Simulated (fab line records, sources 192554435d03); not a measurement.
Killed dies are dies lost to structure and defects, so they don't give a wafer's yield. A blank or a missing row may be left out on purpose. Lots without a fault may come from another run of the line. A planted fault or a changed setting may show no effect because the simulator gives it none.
fab line records | flow n5_finfet
record lots=24 wafers=72 last_day=18
route steps=1938 shown SD_ACTIVATION@330 ILD0@339 SDB@357 DUMMY_REMOVAL@377
lots that met no fault: from a run of the same line without faults
start_h: hours from the record's first day to the start of the lot's first wafer shown | wait_h: hours since the lot's step before | " the same as in the row above | L1.1+2: a row that stands for several wafers | - no value, or no start given | * or withheld: withheld | < > ~ a bound
route shown NAME@n: a module of which the file shows steps, and the number in the route of the first | usual: mean/standard deviation of fault-free wafers | same: alike in all rows | chamber/n: place in a boat | sites: the reading at each site | _std_site: their standard deviation | _edge_site: outer sites' mean less inner sites' | radius_mm: how far each site lies from the wafer's centre | mask NAME#n: copy n | behind: the tool/chamber that last shaped the wafer | hold: why the lot was held/for how many hours/how that ended | device: the transistor (n, p or np) that didn't switch | end of line: the same wafers' tests at the end of the route | a step without rows: its recipe alone | killed: dies lost to structure and defects at the first sort, not the wafer's yield | map: a wafer's dies, x killed, . not, _ none there
set.NAME: the setting as run; set.NAME@STEP: as run at that earlier step | model.NAME: the simulator's own value behind a step, which no gauge read
steps of the route over a sample of lots; a table a step, a row a wafer
services: from which hour (start_h, from the record's first day; less than 0 if before it) a tool's chamber was out of use, for how many hours, and why
## steps
# step N5_SD_ACTIVATION_RTA_00
# recipe temp_c=975 time_s=0 ambient=N2 idle_temp_c=600 ramp_up_c_per_s=150 ramp_down_c_per_s=60 cool_to_c=600
# usual lamp_power_pct=8.96/0.05 lamp_zone_1_pct=8.95/0.03 lamp_zone_2_pct=8.958/0.028 lamp_zone_7_pct=9.35/0.032 wafer_temp_C_max=975.0/2.1
# columns lot.wafer tool chamber start_h wait_h lamp_power_pct lamp_zone_1_pct lamp_zone_2_pct lamp_zone_7_pct wafer_temp_C_max
L074.3 rtp_anneal-01 0 59.87 0.1 9.02 8.92 8.944 9.37 977.2
L074.5 " 0 " " 8.94 8.90 8.950 9.33 970.9
L074.6 " 0 " " 8.95 8.97 8.956 9.35 976.5
L075.2 rtp_anneal-01 0 65.80 0.1 9.02 8.93 8.981 9.35 975.0
L075.4 " 0 " " 8.91 8.94 8.954 9.38 973.0
L075.6 " 0 " " 9.04 8.97 8.951 9.40 975.5
L076.1 rtp_anneal-02 0 69.61 0.0 8.98 9.04 8.935 9.38 974.0
L076.4 " 0 " " 8.94 8.91 8.945 9.32 980.7
L076.5 " 0 " " 9.05 8.91 8.950 9.30 976.8
L077.1 rtp_anneal-02 0 75.55 0.0 9.01 8.99 8.973 9.36 975.7
L077.4 " 0 " " 8.96 8.94 8.914 9.33 974.1
L077.6 " 0 " " 9.00 8.93 8.966 9.34 972.4
L078.1 rtp_anneal-02 0 85.40 0.0 9.01 8.92 8.928 9.37 974.4
L078.5 " 0 " " 8.93 9.00 8.943 9.35 977.3
L078.6 " 0 " " 8.92 8.95 8.983 9.35 976.3
L079.1 rtp_anneal-01 0 89.11 0.0 8.93 8.99 8.876 9.36 973.6
L079.2 " 0 " " 8.94 8.93 8.972 9.36 974.8
L079.3 " 0 " " 8.99 8.97 8.966 9.36 973.7
L080.1 rtp_anneal-02 0 95.08 0.0 9.05 8.94 8.950 9.36 973.1
L080.3 " 0 " " 8.98 8.93 8.932 9.39 975.0
L080.6 " 0 " " 9.02 8.94 8.995 9.37 977.7
L081.1 rtp_anneal-02 0 102.31 0.2 8.88 8.98 8.981 9.38 974.6
L081.2 " 0 " " 9.05 8.94 8.962 9.34 978.3
L081.5 " 0 " " 8.95 8.94 8.949 9.40 978.7
L082.3 rtp_anneal-02 0 110.63 0.1 8.94 8.94 9.003 9.37 975.6
L082.4 " 0 " " 8.94 8.96 8.924 9.37 974.3
L082.6 " 0 " " 9.00 8.96 8.904 9.34 977.4
L083.2 rtp_anneal-01 0 112.12 0.2 8.97 8.96 8.980 9.34 976.4
L083.4 " 0 " " 9.00 8.90 8.930 9.37 970.6
L083.6 " 0 " " 8.98 8.98 8.889 9.33 972.7
L084.2 rtp_anneal-01 0 117.71 0.1 9.04 8.88 8.931 9.35 974.2
L084.3 " 0 " " 9.00 8.93 8.990 9.36 976.7
L084.4 " 0 " " 8.97 8.94 8.941 9.34 972.1
L085.1 rtp_anneal-01 0 125.61 0.0 8.88 8.94 8.978 9.32 977.9
L085.2 " 0 " " 8.94 8.93 8.979 9.34 973.4
L085.5 " 0 " " 8.90 8.94 8.957 9.34 976.7
L086.2 rtp_anneal-01 0 130.60 0.4 9.02 8.92 8.941 9.39 974.8
L086.3 " 0 " " 8.91 8.91 8.946 9.40 977.5
L086.5 " 0 " " 8.87 8.96 8.937 9.39 973.1
L087.1 rtp_anneal-02 0 134.70 0.0 8.93 9.00 8.918 9.38 975.9
L087.4 " 0 " " 8.99 8.95 8.899 9.35 973.2
L087.5 " 0 " " 9.00 8.97 8.943 9.36 975.6
L088.2 rtp_anneal-02 0 142.90 0.1 8.91 9.01 8.944 9.31 977.8
L088.4 " 0 " " 9.00 8.93 8.972 9.31 972.7
L088.5 " 0 " " 8.98 8.95 8.979 9.42 976.5
L089.1 rtp_anneal-02 0 149.34 0.0 8.90 8.93 8.967 9.31 973.3
L089.5 " 0 " " 8.93 8.92 8.914 9.38 973.6
L089.6 " 0 " " 8.98 8.97 8.982 9.35 976.4
L090.3 rtp_anneal-01 0 155.80 0.1 8.97 8.99 8.934 9.29 976.5
L090.4 " 0 " " 8.88 8.93 8.920 9.36 976.3
L090.6 " 0 " " 9.00 8.97 8.972 9.36 973.9
L091.1 rtp_anneal-02 0 161.76 0.0 8.97 9.00 8.973 9.35 981.2
L091.5 " 0 " " 8.96 9.00 8.984 9.35 976.1
L091.6 " 0 " " 8.90 8.97 8.977 9.32 968.7
L092.1 rtp_anneal-01 0 167.07 0.1 8.99 8.96 8.952 9.28 973.3
L092.3 " 0 " " 8.82 8.97 8.925 9.35 975.6
L092.4 " 0 " " 8.91 8.97 8.993 9.37 975.2
L093.1 rtp_anneal-02 0 174.56 0.1 8.98 8.93 8.965 9.35 974.3
L093.4 " 0 " " 8.94 8.97 8.920 9.36 974.8
L093.6 " 0 " " 8.94 8.92 8.972 9.38 972.1
L094.2 rtp_anneal-01 0 179.50 0.1 8.89 8.90 8.967 9.31 974.1
L094.4 " 0 " " 9.05 8.95 8.915 9.32 973.5
L094.5 " 0 " " 8.85 9.02 8.959 9.39 974.8
L095.3 rtp_anneal-02 0 186.54 0.1 8.87 8.92 8.967 9.35 977.3
L095.5 " 0 " " 8.93 8.94 8.949 9.35 978.5
L095.6 " 0 " " 8.94 8.95 8.977 9.38 974.2
L096.1 rtp_anneal-01 0 190.59 0.0 9.02 8.94 8.966 9.39 979.0
L096.4 " 0 " " 8.95 8.94 9.022 9.35 976.3
L096.5 " 0 " " 9.02 8.94 8.957 9.33 971.7
L097.1 rtp_anneal-02 0 198.00 0.0 8.98 8.93 8.991 9.35 977.5
L097.5 " 0 " " 8.93 8.90 8.951 9.36 978.9
L097.6 " 0 " " 8.94 8.91 8.976 9.35 975.3
# step N5_ILD0_THK_MEAS_04
# usual thk_nm=197.7/1.1
# columns lot.wafer tool chamber start_h wait_h thk_nm
L074.3 film_metro-02 - 63.31 - 199.3
L074.5 " - " " 197.8
L074.6 " - " " 198.1
L075.2 film_metro-02 - 69.21 - 200.1
L075.4 " - " " 198.6
L075.6 " - " " 198.8
L076.1 film_metro-01 - 73.15 - 198.2
L076.4 " - " " 198.4
L076.5 " - " " 199.9
L077.1 film_metro-01 - 79.17 - 199.2
L077.4 " - " " 198.7
L077.6 " - " " 199.2
L078.1 film_metro-01 - 88.84 - 197.3
L078.5 " - " " 198.1
L078.6 " - " " 196.8
L079.1 film_metro-01 - 93.60 - 199.1
L079.2 " - " " 199.2
L079.3 " - " " 200.2
L080.1 film_metro-02 - 99.40 - 200.1
L080.3 " - " " 197.2
L080.6 " - " " 197.3
L081.1 film_metro-02 - 105.75 - 195.8
L081.2 " - " " 196.7
L081.5 " - " " 194.9
L082.3 film_metro-01 - 113.99 - 197.9
L082.4 " - " " 197.7
L082.6 " - " " 196.8
L083.2 film_metro-01 - 115.53 - 198.6
L083.4 " - " " 198.3
L083.6 " - " " 196.7
L084.2 film_metro-02 - 121.12 - 196.0
L084.3 " - " " 196.0
L084.4 " - " " 195.5
L085.1 film_metro-02 - 129.03 - 198.2
L085.2 " - " " 197.0
L085.5 " - " " 198.0
L086.2 film_metro-02 - 134.02 - 197.7
L086.3 " - " " 197.3
L086.5 " - " " 197.0
L087.1 film_metro-01 - 139.02 - 194.5
L087.4 " - " " 196.6
L087.5 " - " " 197.7
L088.2 film_metro-02 - 146.29 - 196.5
L088.4 " - " " 196.4
L088.5 " - " " 196.0
L089.1 film_metro-02 - 153.05 - 197.1
L089.5 " - " " 197.0
L089.6 " - " " 196.9
L090.3 film_metro-02 - 159.44 - 196.5
L090.4 " - " " 199.1
L090.6 " - " " 198.9
L091.1 film_metro-02 - 165.18 - 198.0
L091.5 " - " " 198.2
L091.6 " - " " 199.0
L092.1 film_metro-02 - 170.93 - 199.0
L092.3 " - " " 197.1
L092.4 " - " " 197.0
L093.1 film_metro-02 - 177.99 - 198.1
L093.4 " - " " 197.5
L093.6 " - " " 197.0
L094.2 film_metro-01 - 182.94 - 195.9
L094.4 " - " " 197.5
L094.5 " - " " 199.0
L095.3 film_metro-01 - 189.94 - 199.4
L095.5 " - " " 198.0
L095.6 " - " " 199.7
L096.1 film_metro-01 - 196.36 - 194.9
L096.4 " - " " 197.2
L096.5 " - " " 197.7
L097.1 film_metro-01 - 202.81 - 196.6
L097.5 " - " " 196.8
L097.6 " - " " 195.9
# step N5_ILD0_ALD_15
# recipe material=SiNx target_thk_a=240 temp_c=400 ald_precursor_family=SiH2I2 ald_co_reactant=N2/H2-plasma pulse_time_s=1 ald_cycles=480 purge_time_s=2 co_reactant_purge_time_s=2 pressure_torr=2
# usual heater_power_w=863/110 precursor_pulse_height_rel=1.001/0.02
# columns lot.wafer tool chamber start_h wait_h heater_power_w precursor_pulse_height_rel
L074.3 ald_sin-04 0 64.35 0.4 945 1.015
L074.5 " 2 65.44 1.2 850 0.995
L074.6 " 1 " " 985 1.003
L075.2 ald_sin-04 3 70.26 0.5 843 0.991
L075.4 " 0 " " 949 1.019
L075.6 " 2 71.34 1.1 876 1.004
L076.1 ald_sin-04 2 74.19 0.6 868 0.988
L076.4 " 1 " " 980 1.026
L076.5 " 0 75.28 1.2 973 0.977
L077.1 ald_sin-03 3 80.21 0.6 668 0.988
L077.4 " 2 " " 1033 1.011
L077.6 " 1 81.29 1.1 737 0.975
L078.1 ald_sin-04 2 89.89 0.6 873 0.988
L078.5 " 1 90.98 1.2 1010 1.001
L078.6 " 0 " " 933 1.012
L079.1 ald_sin-04 3 94.98 0.9 834 0.991
L079.2 " 0 " " 955 1.041
L079.3 " 1 " " 1011 1.025
L080.1 ald_sin-03 3 100.62 0.7 687 0.999
L080.3 " 1 " " 717 1.023
L080.6 " 2 101.70 1.3 1039 0.981
L081.1 ald_sin-04 1 106.79 0.6 997 1.037
L081.2 " 0 " " 927 1.008
L081.5 " 2 107.88 1.2 877 1.014
L082.3 ald_sin-01 0 115.03 0.4 734 1.003
L082.4 " 1 " " 728 0.964
L082.6 " 2 116.11 1.1 937 0.984
L083.2 ald_sin-04 2 116.57 0.5 876 1.010
L083.4 " 3 " " 816 0.989
L083.6 " 0 117.66 1.1 942 0.968
L084.2 ald_sin-03 0 122.25 0.6 963 0.977
L084.3 " 3 " " 676 1.002
L084.4 " 2 " " 1002 1.008
L085.1 ald_sin-03 0 130.07 0.6 924 1.023
L085.2 " 2 " " 1015 1.003
L085.5 " 2 131.16 1.2 1039 1.021
L086.2 ald_sin-01 1 135.07 0.5 733 0.998
L086.3 " 0 " " 747 0.983
L086.5 " 2 136.15 1.2 949 1.011
L087.1 ald_sin-01 2 140.07 0.6 923 0.979
L087.4 " 3 " " 725 0.991
L087.5 " 1 141.16 1.2 731 1.004
L088.2 ald_sin-04 0 147.39 0.5 950 1.006
L088.4 " 3 " " 835 1.019
L088.5 " 2 148.48 1.3 873 1.039
L089.1 ald_sin-03 2 154.88 1.3 1000 0.981
L089.5 " 0 155.96 2.0 926 1.003
L089.6 " 3 " " 693 0.982
L090.3 ald_sin-03 3 160.57 0.4 691 1.033
L090.4 " 2 " " 1024 0.963
L090.6 " 2 161.66 1.2 1039 0.971
L091.1 ald_sin-03 1 166.24 0.6 742 1.026
L091.5 " 0 167.32 1.2 948 0.982
L091.6 " 1 " " 733 1.002
L092.1 ald_sin-04 2 171.97 0.6 886 0.994
L092.3 " 0 " " 936 1.013
L092.4 " 1 " " 973 1.048
L093.1 ald_sin-01 3 179.04 0.6 743 0.987
L093.4 " 1 " " 724 0.995
L093.6 " 2 180.13 1.1 931 1.014
L094.2 ald_sin-01 0 186.12 2.6 747 0.994
L094.4 " 1 " " 732 0.980
L094.5 " 0 187.21 3.4 754 0.993
L095.3 ald_sin-01 3 191.10 0.5 747 0.968
L095.5 " 2 192.19 1.3 969 1.033
L095.6 " 1 " " 747 1.002
L096.1 ald_sin-01 3 197.55 0.7 724 1.001
L096.4 " 2 " " 963 0.968
L096.5 " 2 198.63 1.4 944 1.006
L097.1 ald_sin-04 0 203.91 0.6 935 0.987
L097.5 " 0 205.00 1.3 885 0.989
L097.6 " 3 " " 847 0.988
# step N5_SDB_OVL_MEAS_12
# recipe points_per_wafer=44
# usual SDB_OVL=0.1/0.61
# same points_per_wafer=44
# columns lot.wafer tool chamber start_h wait_h SDB_OVL[nm]
L074.3 overlay-02 0 67.39 0.0 -0.1
L074.5 " 0 " " 0.5
L074.6 " 0 " " 0.5
L075.2 overlay-01 0 73.29 0.0 0.3
L075.4 " 0 " " -0.4
L075.6 " 0 " " 0.3
L076.1 overlay-01 0 77.23 0.0 1.2
L076.4 " 0 " " 1.0
L076.5 " 0 " " 0.5
L077.1 overlay-02 0 83.26 0.0 0.3
L077.4 " 0 " " 0.4
L077.6 " 0 " " 0.8
L078.1 overlay-01 0 92.93 0.0 0.5
L078.5 " 0 " " 0.0
L078.6 " 0 " " 1.4
L079.1 overlay-01 0 97.89 0.0 -0.7
L079.2 " 0 " " -1.7
L079.3 " 0 " " 0.1
L080.1 overlay-02 0 103.66 0.0 -0.1
L080.3 " 0 " " -0.1
L080.6 " 0 " " 0.8
L081.1 overlay-01 0 109.72 0.0 -0.8
L081.2 " 0 " " 0.2
L081.5 " 0 " " 0.5
L082.3 overlay-02 0 118.08 0.0 0.6
L082.4 " 0 " " 0.2
L082.6 " 0 " " 0.5
L083.2 overlay-02 0 119.61 0.0 -0.2
L083.4 " 0 " " 0.5
L083.6 " 0 " " 0.4
L084.2 overlay-01 0 125.29 0.0 -0.2
L084.3 " 0 " " -0.5
L084.4 " 0 " " -0.8
L085.1 overlay-01 0 133.11 0.0 0.5
L085.2 " 0 " " -0.4
L085.5 " 0 " " -0.4
L086.2 overlay-02 0 138.11 0.0 0.3
L086.3 " 0 " " 0.6
L086.5 " 0 " " 0.8
L087.1 overlay-02 0 143.00 0.0 -1.2
L087.4 " 0 " " -0.2
L087.5 " 0 " " -0.6
L088.2 overlay-02 0 150.46 0.1 0.1
L088.4 " 0 " " 0.9
L088.5 " 0 " " 0.9
L089.1 overlay-02 0 157.91 0.0 -0.1
L089.5 " 0 " " -0.1
L089.6 " 0 " " -0.5
L090.3 overlay-02 0 163.61 0.0 1.0
L090.4 " 0 " " -0.5
L090.6 " 0 " " 0.1
L091.1 overlay-02 0 169.17 0.0 -0.6
L091.5 " 0 " " -0.5
L091.6 " 0 " " -0.5
L092.1 overlay-02 0 175.03 0.1 -0.6
L092.3 " 0 " " 0.7
L092.4 " 0 " " -0.4
L093.1 overlay-01 0 181.96 0.0 -0.7
L093.4 " 0 " " -0.6
L093.6 " 0 " " 0.0
L094.2 overlay-02 0 189.19 0.0 -0.3
L094.4 " 0 " " 0.2
L094.5 " 0 " " 0.7
L095.3 overlay-02 0 194.14 0.0 0.7
L095.5 " 0 " " -0.7
L095.6 " 0 " " -0.6
L096.1 overlay-01 0 200.60 0.0 0.7
L096.4 " 0 " " 1.3
L096.5 " 0 " " 0.3
L097.1 overlay-02 0 206.84 0.0 -0.6
L097.5 " 0 " " 0.1
L097.6 " 0 " " 0.5
# step N5_SDB_ETCH_18
# recipe chemistry=N2/H2 target=SOC target_depth_a=1000 overetch_a=200 mask_material=SiARC temp_c=40 time_s=150 ion_energy_ev=200 pressure_mtorr=30 source_w=840 bias_w=150 n2_flow_sccm=200 h2_flow_sccm=200
# usual drypump_motor_current_A=5.7/0.43 oes_product_au=0.68/0.074 rf_vpp_V=522.5/2.2 showerhead_plenum_p_Torr=2.50/0.081 throttle_valve_pct=17.83/0.29
# columns lot.wafer tool chamber start_h wait_h drypump_motor_current_A oes_product_au rf_hours_counter_h rf_vpp_V showerhead_plenum_p_Torr throttle_valve_pct
L074.3 rie_diel-05 2 67.64 0.0 5.1 0.66 171 526.3 2.65 17.67
L074.5 " 1 " " 6.1 0.86 - 523.9 2.52 17.59
L074.6 " 2 " " 5.1 0.66 - 525.5 2.65 17.68
L075.2 rie_diel-04 0 73.42 0.0 5.6 0.63 202 519.7 2.42 17.85
L075.4 " 0 " " 5.7 0.63 - 520.2 2.42 17.83
L075.6 " 2 " " 5.8 0.68 - 527.3 2.66 17.99
L076.1 rie_diel-04 1 77.36 0.0 5.2 0.67 152 520.3 2.44 17.39
L076.4 " 1 " " 5.2 0.67 - 521.8 2.44 17.38
L076.5 " 2 " " 5.8 0.67 - 526.9 2.66 17.98
L077.1 rie_diel-05 2 83.67 0.0 5.1 0.66 177 527.1 2.65 17.67
L077.4 " 3 " " 5.6 0.61 237 524.0 2.53 18.35
L077.6 " 1 " " 6.1 0.84 - 521.1 2.52 17.60
L078.1 rie_diel-05 3 93.06 0.0 5.6 0.61 241 521.2 2.53 18.35
L078.5 " 3 " " 5.6 0.61 - 523.3 2.53 18.33
L078.6 " 0 " " 5.7 0.63 - 517.7 2.39 17.80
L079.1 rie_diel-05 2 98.02 0.0 5.1 0.66 180 526.3 2.65 17.69
L079.2 " 0 " " 5.7 0.63 211 520.3 2.39 17.81
L079.3 " 1 " " 6.1 0.82 13 521.7 2.52 17.60
L080.1 rie_diel-04 1 103.79 0.0 5.2 0.67 161 521.7 2.44 17.42
L080.3 " 2 " " 5.8 0.67 155 527.3 2.66 18.00
L080.6 " 0 " " 5.6 0.63 - 520.0 2.42 17.85
L081.1 rie_diel-06 3 110.12 0.0 6.5 0.81 27 520.8 2.49 17.71
L081.2 " 1 " " 6.0 0.64 209 523.2 2.51 18.12
L081.5 " 2 " " 5.5 0.65 - 520.6 2.45 18.10
L082.3 rie_diel-04 1 118.20 0.0 5.3 0.66 166 522.4 2.44 17.42
L082.4 " 0 " " 5.6 0.63 218 519.8 2.42 17.86
L082.6 " 3 " " 5.3 0.84 - 524.1 2.49 17.26
L083.2 rie_diel-06 2 119.74 0.0 5.5 0.66 174 520.2 2.45 18.12
L083.4 " 2 " " 5.5 0.65 - 522.2 2.45 18.13
L083.6 " 3 " " 6.4 0.80 - 521.6 2.49 17.71
L084.2 rie_diel-05 2 125.66 0.0 5.1 0.65 187 526.5 2.65 17.67
L084.3 " 1 " " 6.1 0.79 23 523.2 2.52 17.61
L084.4 " 3 " " 5.6 0.61 253 522.3 2.52 18.36
L085.1 rie_diel-04 0 133.24 0.0 5.6 0.62 224 520.1 2.41 17.88
L085.2 " 1 " " 5.2 0.66 172 521.5 2.44 17.43
L085.5 " 1 " " 5.2 0.65 - 520.8 2.44 17.43
L086.2 rie_diel-06 3 138.24 0.0 6.5 0.79 39 522.7 2.48 17.70
L086.3 " 0 " " 6.6 0.64 229 523.6 2.49 18.00
L086.5 " 2 " " 5.5 0.65 - 521.1 2.45 18.14
L087.1 rie_diel-06 0 143.17 0.0 6.6 0.63 231 522.6 2.48 17.99
L087.4 " 2 " " 5.4 0.65 184 521.5 2.45 18.15
L087.5 " 2 " " 5.4 0.65 - 520.5 2.45 18.14
L088.2 rie_diel-05 2 150.79 0.0 5.1 0.64 197 526.2 2.64 17.72
L088.4 " 0 " " 5.7 0.62 - 520.3 2.38 17.84
L088.5 " 1 " " 6.1 0.78 - 522.6 2.51 17.63
L089.1 rie_diel-04 3 158.49 0.0 5.3 0.81 25 521.7 2.48 17.29
L089.5 " 2 " " 5.8 0.66 - 526.9 2.65 18.04
L089.6 " 1 " " 5.2 0.65 - 520.1 2.43 17.45
L090.3 rie_diel-06 0 163.74 0.0 6.6 0.63 238 523.2 2.48 18.04
L090.4 " 1 " " 6.0 0.62 230 523.2 2.51 18.15
L090.6 " 2 " " 5.5 0.64 - 522.0 2.44 18.15
L091.1 rie_diel-04 0 169.32 0.0 5.6 0.61 236 521.1 2.41 17.89
L091.5 " 3 " " 5.3 0.79 - 523.5 2.48 17.31
L091.6 " 2 " " 5.8 0.65 - 526.0 2.65 18.06
L092.1 rie_diel-06 1 175.45 0.0 6.0 0.62 234 522.1 2.50 18.17
L092.3 " 2 " " 5.4 0.64 195 519.8 2.44 18.18
L092.4 " 0 " " 6.6 0.63 242 521.9 2.48 18.02
L093.1 rie_diel-04 0 182.69 0.0 5.6 0.62 241 520.2 2.41 17.92
L093.4 " 2 " " 5.8 0.65 179 526.7 2.65 18.04
L093.6 " 1 " " 5.3 0.64 - 521.1 2.43 17.44
L094.2 rie_diel-06 2 189.53 0.0 5.4 0.64 200 520.2 2.44 18.17
L094.4 " 1 " " 6.0 0.61 240 524.1 2.50 18.19
L094.5 " 2 " " 5.5 0.64 - 519.8 2.44 18.17
L095.3 rie_diel-05 1 194.27 0.0 6.1 0.76 48 521.5 2.51 17.67
L095.5 " 1 " " 6.1 0.76 - 522.6 2.51 17.65
L095.6 " 0 " " 5.7 0.60 - 518.7 2.37 17.87
L096.1 rie_diel-04 3 200.93 0.0 5.4 0.78 42 521.8 2.48 17.34
L096.4 " 1 " " 5.2 0.64 195 521.5 2.43 17.46
L096.5 " 2 " " 5.8 0.65 - 527.6 2.65 18.06
L097.1 rie_diel-06 3 207.14 0.0 6.5 0.76 64 521.9 2.47 17.75
L097.5 " 2 " " 5.4 0.64 - 520.8 2.44 18.20
L097.6 " 3 " " 6.5 0.76 - 522.3 2.47 17.75
# step N5_DUMMY_REMOVAL_HM_STRIP_01
# recipe chemistry=CH3F/O2 material=SiNx target_depth_a=40 stop_on=poly-Si time_s=6.8 over_etch_frac=0.3 ion_energy_ev=60 power_w=410 bias_w=29 Ar_flow_sccm=150 CH3F_flow_sccm=30 O2_flow_sccm=20
# usual drypump_motor_current_A=5.8/0.5 oes_product_au=0.62/0.062 rf_vpp_V=127.5/1 showerhead_plenum_p_Torr=2.00/0.076 throttle_valve_pct=16.40/0.27
# columns lot.wafer tool chamber start_h wait_h drypump_motor_current_A oes_product_au rf_hours_counter_h rf_vpp_V showerhead_plenum_p_Torr throttle_valve_pct
L074.3 rie_diel-03 3 71.53 0.1 5.0 0.61 165 127.8 1.97 16.34
L074.5 " 2 " " 5.3 0.59 - 128.0 2.07 16.55
L074.6 " 1 " " 5.7 0.62 - 126.8 1.92 16.48
L075.2 rie_diel-03 0 77.58 0.1 5.6 0.61 189 129.7 2.09 16.80
L075.4 " 3 " " 5.0 0.61 - 128.7 1.97 16.37
L075.6 " 0 " " 5.6 0.61 - 128.4 2.09 16.80
L076.1 rie_diel-02 3 81.33 0.0 5.5 0.77 14 127.0 2.14 16.08
L076.4 " 0 " " 5.3 0.75 6 125.7 1.97 16.14
L076.5 " 0 " " 5.3 0.75 - 127.2 1.97 16.14
L077.1 rie_diel-03 2 87.57 0.0 5.3 0.59 202 127.3 2.07 16.54
L077.4 " 3 " " 5.0 0.61 - 127.8 1.97 16.37
L077.6 " 2 " " 5.3 0.58 - 127.6 2.07 16.56
L078.1 rie_diel-03 3 97.12 0.0 5.1 0.60 175 126.5 1.97 16.35
L078.5 " 1 " " 5.7 0.62 - 126.1 1.92 16.52
L078.6 " 2 " " 5.3 0.58 - 127.9 2.07 16.56
L079.1 rie_diel-01 3 102.20 0.0 6.6 0.61 148 128.2 2.10 16.57
L079.2 " 0 " " 5.5 0.77 6 127.0 2.04 15.98
L079.3 " 2 " " 5.7 0.59 213 128.4 1.98 16.76
L080.1 rie_diel-02 1 107.65 0.1 6.2 0.61 171 129.0 2.01 16.33
L080.3 " 3 " " 5.5 0.75 24 129.1 2.14 16.07
L080.6 " 1 " " 6.2 0.61 - 126.3 2.01 16.33
L081.1 rie_diel-01 0 114.02 0.0 5.6 0.76 9 126.5 2.04 15.98
L081.2 " 1 " " 6.6 0.58 206 125.8 1.91 16.07
L081.5 " 3 " " 6.6 0.60 - 128.7 2.09 16.57
L082.3 rie_diel-03 3 122.06 0.1 5.1 0.59 182 127.5 1.96 16.37
L082.4 " 1 " " 5.7 0.61 165 125.8 1.91 16.52
L082.6 " 3 " " 5.0 0.60 - 128.1 1.96 16.37
L083.2 rie_diel-01 2 123.72 0.2 5.7 0.58 219 126.0 1.98 16.77
L083.4 " 3 " " 6.6 0.60 153 129.1 2.09 16.57
L083.6 " 2 " " 5.7 0.58 - 128.2 1.98 16.76
L084.2 rie_diel-02 1 129.51 0.0 6.2 0.60 176 126.0 2.01 16.34
L084.3 " 3 " " 5.5 0.74 30 127.7 2.14 16.10
L084.4 " 0 " " 5.2 0.73 21 127.7 1.96 16.15
L085.1 rie_diel-02 2 137.10 0.0 5.6 0.59 206 125.8 1.88 16.26
L085.2 " 1 " " 6.3 0.60 179 127.0 2.01 16.37
L085.5 " 3 " " 5.4 0.73 - 128.4 2.14 16.11
L086.2 rie_diel-01 1 142.36 0.0 6.6 0.57 213 127.8 1.90 16.10
L086.3 " 0 " " 5.6 0.75 16 128.2 2.04 16.01
L086.5 " 1 " " 6.6 0.57 - 128.1 1.90 16.10
L087.1 rie_diel-01 2 147.10 0.1 5.7 0.58 224 126.7 1.98 16.77
L087.4 " 3 " " 6.6 0.59 158 127.6 2.09 16.58
L087.5 " 3 " " 6.6 0.60 - 129.2 2.09 16.58
L088.2 rie_diel-02 0 156.24 0.0 5.3 0.70 30 127.0 1.96 16.19
L088.4 " 3 " " 5.5 0.72 39 129.1 2.13 16.10
L088.5 " 0 " " 5.2 0.70 - 126.6 1.96 16.20
L089.1 rie_diel-01 2 162.30 0.0 5.7 0.58 229 127.6 1.97 16.80
L089.5 " 1 " " 6.6 0.57 - 125.9 1.90 16.11
L089.6 " 0 " " 5.5 0.73 - 127.7 2.04 16.02
L090.3 rie_diel-01 1 167.63 0.1 6.6 0.56 220 127.3 1.90 16.09
L090.4 " 3 " " 6.6 0.59 165 126.9 2.09 16.60
L090.6 " 1 " " 6.6 0.57 - 126.9 1.90 16.10
L091.1 rie_diel-03 3 173.13 0.0 5.0 0.59 196 128.1 1.96 16.41
L091.5 " 3 " " 5.1 0.59 - 126.3 1.96 16.40
L091.6 " 0 " " 5.7 0.59 - 126.9 2.08 16.86
L092.1 rie_diel-03 1 179.61 0.1 5.7 0.60 182 126.1 1.91 16.52
L092.3 " 2 " " 5.3 0.57 228 128.6 2.06 16.61
L092.4 " 0 " " 5.6 0.58 221 128.9 2.08 16.86
L093.1 rie_diel-01 0 186.65 0.1 5.6 0.72 29 127.6 2.03 16.02
L093.4 " 3 " " 6.6 0.59 171 127.4 2.09 16.60
L093.6 " 3 " " 6.6 0.58 - 128.9 2.09 16.60
L094.2 rie_diel-01 0 193.34 0.0 5.6 0.72 31 129.0 2.03 16.04
L094.4 " 1 " " 6.6 0.57 228 126.0 1.90 16.15
L094.5 " 1 " " 6.6 0.57 - 127.5 1.90 16.11
L095.3 rie_diel-01 3 198.16 0.0 6.6 0.58 174 128.4 2.09 16.63
L095.5 " 0 " " 5.5 0.72 - 129.0 2.03 16.05
L095.6 " 1 " " 6.6 0.56 - 127.8 1.90 16.13
L096.1 rie_diel-02 1 204.85 0.1 6.2 0.60 199 127.7 2.00 16.39
L096.4 " 0 " " 5.2 0.68 45 127.2 1.95 16.21
L096.5 " 3 " " 5.5 0.71 - 128.3 2.13 16.14
L097.1 rie_diel-03 3 210.98 0.0 5.0 0.59 209 126.6 1.96 16.43
L097.5 " 1 " " 5.7 0.60 - 126.6 1.90 16.56
L097.6 " 0 " " 5.6 0.57 - 127.6 2.07 16.88
## services
# columns tool chamber start_h hours kind
ald_sin-03 - 42.67 4.3 pm
rie_diel-02 - 46.21 15.6 pm
rie_diel-05 3 46.35 2.7 repair
rie_diel-03 3 48.58 9.8 repair
rie_diel-01 3 50.91 4.7 repair
rie_diel-06 - 59.51 0.8 repair
rie_diel-05 2 59.86 3.2 repair
rie_diel-05 - 63.26 0.9 repair
rie_diel-03 1 76.00 12.8 repair
ald_sin-01 - 85.25 14.0 pm
rie_diel-05 2 90.55 4.2 repair
rie_diel-01 - 94.55 4.1 repair
rie_diel-06 0 107.86 29.5 repair
rie_diel-05 2 112.56 7.4 repair
rie_diel-04 2 130.36 10.1 repair
rie_diel-05 3 134.08 65.0 repair
ald_sin-01 - 145.61 14.6 pm
rtp_anneal-01 - 159.41 5.1 pm
ald_sin-01 0 163.64 3.5 repair
ald_sin-04 - 179.19 14.0 pm
rie_diel-05 1 183.09 9.7 repair
ald_sin-01 3 199.85 8.9 repair
rie_diel-02 - 204.96 14.6 pm
rie_diel-05 3 209.61 4.5 repair
## key
fault none
